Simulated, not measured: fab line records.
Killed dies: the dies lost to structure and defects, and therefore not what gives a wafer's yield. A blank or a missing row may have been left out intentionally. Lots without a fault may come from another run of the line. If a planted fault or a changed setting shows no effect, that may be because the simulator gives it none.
What tool caused it? -- flow n5 finfet -- 12 lots (36 wafers sampled), 1 step of a 1938-step route

WHAT THE GAUGES READ, wafer by wafer
N5_BEOL_M5_CD_MEAS_35: target cd 28 nm, target cd y 24 nm.
lot,measured,on,cd nm (nm)
L075,day 8 08:11,cd sem-02,27.4 27.8 28.1
L077,day 8 19:53,cd sem-02,28.7 27.9 28.1
L079,day 8 23:52,cd sem-01,28.3 29.0 27.6
L081,day 9 19:41,cd sem-01,28.1 27.9 28.2
L082,day 10 01:40,cd sem-01,28.2 28.4 27.7
L085,day 11 02:23,cd sem-01,28.0 28.3 28.3
L087,day 11 07:58,cd sem-01,27.4 27.9 27.8
L089,day 11 14:08,cd sem-01,27.8 28.2 28.5
L092,day 12 11:00,cd sem-02,27.8 28.3 27.9
L093,day 12 19:03,cd sem-02,28.3 28.3 28.6
L094,day 13 15:11,cd sem-02,27.6 27.9 27.6
L097,day 14 08:19,cd sem-01,27.9 28.1 28.0

WHAT TOOL EACH LOT RAN ON (gives the tool, then ch and the chambers of the sampled wafers, and finally the start)
The record holds no process step before these readings.

THE ANSWER, worked out from the rows above alone
Rule: usual is defined by the lots themselves. The widest of any qualifying gaps counts: lots, ordered by their means at a reading, are off when they make up no more than a third of the lots, leave a main group of 4 or more, and stand apart from it by 3 or more times the standard deviation of that group's means. A main group whose means are all the same, to the digits that the tables above print for the reading, isn't used. Also off: a lot with no number at a reading for which 4 or more lots have one. Where the step has rows for the other lots, those lots are counted as sound.
No lot is off on any of the readings shown, so nothing can be concluded from this.

WHAT THE SIMULATOR PUT IN
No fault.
